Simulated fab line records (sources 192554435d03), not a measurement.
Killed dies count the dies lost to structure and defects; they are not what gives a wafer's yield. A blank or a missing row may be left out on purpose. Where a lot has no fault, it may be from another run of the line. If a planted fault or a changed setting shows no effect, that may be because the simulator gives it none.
Which of the tools did it?	flow n5-finfet	24 lots with 72 wafers sampled at 5 steps, on a route of 1938 steps

WHAT THE GAUGES SHOWED, per wafer
N5_BEOL_M5_THK_MEAS_01. Usual: M5_ILD_THK typically reads 121.4 nm, with standard deviation 1.4.
lot	measured	on	M5_ILD_THK (nm)	flag
L075	day 9 17:33	film-metro-02	119.0 122.5 123.5	
L074	day 10 19:07	film-metro-02	118.3 120.9 121.0	
L076	day 10 23:53	film-metro-01	119.3 119.5 121.4	
L077	day 11 05:55	film-metro-01	119.5 119.7 120.8	
L078	day 11 14:10	film-metro-01	119.5 122.9 120.8	
L083	day 11 20:18	film-metro-01	120.9 121.4 125.3	
L079	day 12 03:52	film-metro-01	120.9 122.5 121.9	
L081	day 12 13:12	film-metro-02	124.3 122.9 123.9	
L084	day 12 21:57	film-metro-01	121.1 120.7 123.0	
L085	day 13 02:01	film-metro-01	122.6 123.1 123.8	
L082	day 13 03:20	film-metro-02	122.3 120.8 122.1	
L080	day 13 04:42	film-metro-02	120.7 122.0 121.2	
L087	day 13 20:12	film-metro-01	120.3 122.6 122.9	
L086	day 14 02:47	film-metro-02	120.4 122.6 122.1	
L089	day 14 05:17	film-metro-01	120.3 122.1 122.4	
L088	day 14 06:11	film-metro-02	120.5 122.5 123.8	
L093	day 14 09:54	film-metro-01	118.7 121.3 123.1	
L090	day 14 12:12	film-metro-01	119.9 121.5 121.9	
L092	day 14 14:24	film-metro-02	121.2 125.9 123.2	
L091	day 15 07:35	film-metro-02	120.4 119.6 121.2	
L094	day 15 13:01	film-metro-01	121.9 121.7 121.7	
L095	day 16 04:04	film-metro-02	120.8 122.4 121.6	
L097	day 16 07:58	film-metro-02	121.2 122.6 122.8	
L096	day 16 13:35	film-metro-01	122.9 119.4 121.4	

WHAT TOOL EACH LOT RAN ON (gives the tool, then ch and the chambers of the sampled wafers, and finally the start)
lot	N5_BEOL_M4_ALD_84	N5_BEOL_M4_ANNEAL_82	N5_BEOL_M4_SPUTTER_88	N5_BEOL_M4_SPUTTER_96
L075	ald-metal-03 ch 2,3, day 9 12:28	pvd-sputter-02, day 9 13:40	pvd-sputter-02, day 9 14:02	pvd-sputter-02, day 9 14:55
L074	ald-metal-03 ch 0,2,3, day 10 14:05	pvd-sputter-02, day 10 15:09	pvd-sputter-02, day 10 15:31	pvd-sputter-02, day 10 16:23
L076	ald-metal-04 ch 0,1,3, day 10 16:56	pvd-sputter-02, day 10 19:49	pvd-sputter-02, day 10 20:10	pvd-sputter-02, day 10 21:03
L077	ald-metal-01 ch 1,2,3, day 11 00:13	pvd-sputter-03, day 11 02:02	pvd-sputter-03, day 11 02:24	pvd-sputter-03, day 11 03:17
L078	ald-metal-03 ch 1,2,3, day 11 09:16	pvd-sputter-02, day 11 10:16	pvd-sputter-02, day 11 10:38	pvd-sputter-02, day 11 11:31
L083	ald-metal-01 ch 0,2, day 11 14:47	pvd-sputter-03, day 11 15:54	pvd-sputter-03, day 11 16:16	pvd-sputter-03, day 11 17:08
L079	ald-metal-01 ch 0,1,2, day 11 19:22	pvd-sputter-02, day 11 21:25	pvd-sputter-02, day 11 21:46	pvd-sputter-02, day 11 22:39
L081	ald-metal-03 ch 0,3, day 12 08:17	pvd-sputter-02, day 12 09:14	pvd-sputter-02, day 12 09:36	pvd-sputter-02, day 12 10:29
L084	ald-metal-03 ch 0,1,3, day 12 15:13	pvd-sputter-01, day 12 17:57	pvd-sputter-01, day 12 18:19	pvd-sputter-01, day 12 19:11
L085	ald-metal-04 ch 1,2, day 12 19:38	pvd-sputter-03, day 12 20:39	pvd-sputter-03, day 12 21:01	pvd-sputter-03, day 12 21:53
L082	ald-metal-03 ch 1,2,3, day 12 20:06	pvd-sputter-03, day 12 22:53	pvd-sputter-03, day 12 23:15	pvd-sputter-03, day 13 00:08
L080	ald-metal-04 ch 0,1,2, day 12 23:28	pvd-sputter-01, day 13 00:50	pvd-sputter-01, day 13 01:11	pvd-sputter-01, day 13 02:04
L087	ald-metal-03 ch 0,1,2, day 13 15:16	pvd-sputter-01, day 13 16:19	pvd-sputter-01, day 13 16:41	pvd-sputter-01, day 13 17:34
L086	ald-metal-03 ch 0,1, day 13 21:50	pvd-sputter-02, day 13 22:54	pvd-sputter-02, day 13 23:16	pvd-sputter-02, day 14 00:08
L089	ald-metal-04 ch 1,2,3, day 13 22:38	pvd-sputter-02, day 14 01:11	pvd-sputter-02, day 14 01:32	pvd-sputter-02, day 14 02:25
L088	ald-metal-03 ch 0,1,3, day 14 01:06	pvd-sputter-01, day 14 02:17	pvd-sputter-01, day 14 02:38	pvd-sputter-01, day 14 03:31
L093	ald-metal-04 ch 0,1,2, day 14 04:53	pvd-sputter-03, day 14 05:59	pvd-sputter-03, day 14 06:21	pvd-sputter-03, day 14 07:14
L090	ald-metal-01 ch 2,3, day 14 05:11	pvd-sputter-01, day 14 07:46	pvd-sputter-01, day 14 08:07	pvd-sputter-01, day 14 09:00
L092	ald-metal-03 ch 2,3, day 14 09:05	pvd-sputter-02, day 14 10:22	pvd-sputter-02, day 14 10:44	pvd-sputter-02, day 14 11:37
L091	ald-metal-03 ch 0,3, day 15 02:38	pvd-sputter-02, day 15 03:43	pvd-sputter-02, day 15 04:04	pvd-sputter-02, day 15 04:57
L094	ald-metal-03 ch 0,1,2, day 15 07:53	pvd-sputter-01, day 15 09:08	pvd-sputter-01, day 15 09:29	pvd-sputter-01, day 15 10:22
L095	ald-metal-04 ch 0,3, day 15 22:59	pvd-sputter-01, day 16 00:09	pvd-sputter-01, day 16 00:31	pvd-sputter-01, day 16 01:23
L097	ald-metal-03 ch 0,1,3, day 15 23:37	pvd-sputter-01, day 16 03:50	pvd-sputter-01, day 16 04:11	pvd-sputter-01, day 16 05:04
L096	ald-metal-03 ch 1,2,3, day 16 08:14	pvd-sputter-03, day 16 09:22	pvd-sputter-03, day 16 09:44	pvd-sputter-03, day 16 10:37
- N5_BEOL_M4_ALD_84: deposits TaN, pulse time 2 s, purge time 3 s, co reactant purge time 2 s.
- N5_BEOL_M4_ANNEAL_82: time 240 s.
- N5_BEOL_M4_SPUTTER_88: material Cu, target thk 4.5 nm, time 8.29 s.
- N5_BEOL_M4_SPUTTER_96: material Cu, target thk 4.5 nm, time 8.29 s.

WHAT THE TOOLS THEMSELVES READ (means of the sampled wafers that have a number; where no wafer has one, the mark that the record gives instead)
N5_BEOL_M4_ALD_84. Usual: heater-power-w 425 W, standard deviation 35; precursor-vessel-carrier-sccm 999.9 sccm, standard deviation 2.9.
lot	tool	heater-power-w (W)	precursor-vessel-carrier-sccm (sccm)	flag
L075	ald-metal-03	453	998.8	
L074	ald-metal-03	426	1002.0	
L076	ald-metal-04	393	998.0	
L077	ald-metal-01	447	997.5	
L078	ald-metal-03	440	1000.8	
L083	ald-metal-01	437	1000.1	
L079	ald-metal-01	418	1001.0	
L081	ald-metal-03	451	998.1	
L084	ald-metal-03	436	999.6	
L085	ald-metal-04	442	997.4	
L082	ald-metal-03	443	1001.4	
L080	ald-metal-04	413	999.1	
L087	ald-metal-03	408	999.4	
L086	ald-metal-03	428	998.8	
L089	ald-metal-04	423	999.6	
L088	ald-metal-03	441	1001.2	
L093	ald-metal-04	411	1001.3	
L090	ald-metal-01	437	995.9	
L092	ald-metal-03	454	997.2	
L091	ald-metal-03	454	1001.7	
L094	ald-metal-03	411	1000.4	
L095	ald-metal-04	382	996.4	
L097	ald-metal-03	436	999.9	
L096	ald-metal-03	449	997.5	

N5_BEOL_M4_ANNEAL_82. Usual: heater-power-w 805 W, standard deviation 110.
lot	tool	heater-power-w (W)	flag
L075	pvd-sputter-02	698	
L074	pvd-sputter-02	681	
L076	pvd-sputter-02	823	
L077	pvd-sputter-03	891	
L078	pvd-sputter-02	833	
L083	pvd-sputter-03	869	
L079	pvd-sputter-02	879	
L081	pvd-sputter-02	674	
L084	pvd-sputter-01	812	
L085	pvd-sputter-03	961	
L082	pvd-sputter-03	925	
L080	pvd-sputter-01	736	
L087	pvd-sputter-01	742	
L086	pvd-sputter-02	828	
L089	pvd-sputter-02	821	
L088	pvd-sputter-01	739	
L093	pvd-sputter-03	910	
L090	pvd-sputter-01	787	
L092	pvd-sputter-02	768	
L091	pvd-sputter-02	824	
L094	pvd-sputter-01	729	
L095	pvd-sputter-01	798	
L097	pvd-sputter-01	698	
L096	pvd-sputter-03	856	

N5_BEOL_M4_SPUTTER_88. Usual: throttle-valve-pct 30.5 %, standard deviation 0.81.
lot	tool	throttle-valve-pct (%)	flag
L075	pvd-sputter-02	30.2	
L074	pvd-sputter-02	30.7	
L076	pvd-sputter-02	30.6	
L077	pvd-sputter-03	30.4	
L078	pvd-sputter-02	30.0	
L083	pvd-sputter-03	30.0	
L079	pvd-sputter-02	30.3	
L081	pvd-sputter-02	31.0	
L084	pvd-sputter-01	29.8	
L085	pvd-sputter-03	30.3	
L082	pvd-sputter-03	30.1	
L080	pvd-sputter-01	31.4	
L087	pvd-sputter-01	31.4	
L086	pvd-sputter-02	30.0	
L089	pvd-sputter-02	30.6	
L088	pvd-sputter-01	31.3	
L093	pvd-sputter-03	30.1	
L090	pvd-sputter-01	29.8	
L092	pvd-sputter-02	30.6	
L091	pvd-sputter-02	30.8	
L094	pvd-sputter-01	31.4	
L095	pvd-sputter-01	29.8	
L097	pvd-sputter-01	31.1	
L096	pvd-sputter-03	29.9	

N5_BEOL_M4_SPUTTER_96. Usual: throttle-valve-pct 30.5 %, standard deviation 0.83.
lot	tool	throttle-valve-pct (%)	flag
L075	pvd-sputter-02	30.1	
L074	pvd-sputter-02	30.7	
L076	pvd-sputter-02	30.7	
L077	pvd-sputter-03	30.5	
L078	pvd-sputter-02	29.9	
L083	pvd-sputter-03	30.0	
L079	pvd-sputter-02	30.3	
L081	pvd-sputter-02	30.9	
L084	pvd-sputter-01	29.9	
L085	pvd-sputter-03	30.4	
L082	pvd-sputter-03	30.0	
L080	pvd-sputter-01	31.3	
L087	pvd-sputter-01	31.4	
L086	pvd-sputter-02	30.0	
L089	pvd-sputter-02	30.7	
L088	pvd-sputter-01	31.5	
L093	pvd-sputter-03	30.1	
L090	pvd-sputter-01	29.7	
L092	pvd-sputter-02	30.5	
L091	pvd-sputter-02	30.8	
L094	pvd-sputter-01	31.2	
L095	pvd-sputter-01	29.7	
L097	pvd-sputter-01	31.4	
L096	pvd-sputter-03	30.0	

THE ANSWER, worked out from the rows above alone
Rule: a lot counts as off when the mean over its wafers that have a number is more than 3 standard deviations away from the usual mean. A lot without any number at a reading at which 4 lots or more have one is off too. Any other lot the step has rows for is counted as sound. The gauges are gone through in route order, then the tools' own readings, and for those a lot's mean is taken as printed above. The first step at which some lot is off is used, and at that step the reading that is off furthest; a lot without a number counts as furthest.
None of the lots is off at any reading shown; this tells nothing.

WHAT HAD BEEN PUT IN BY THE SIMULATOR
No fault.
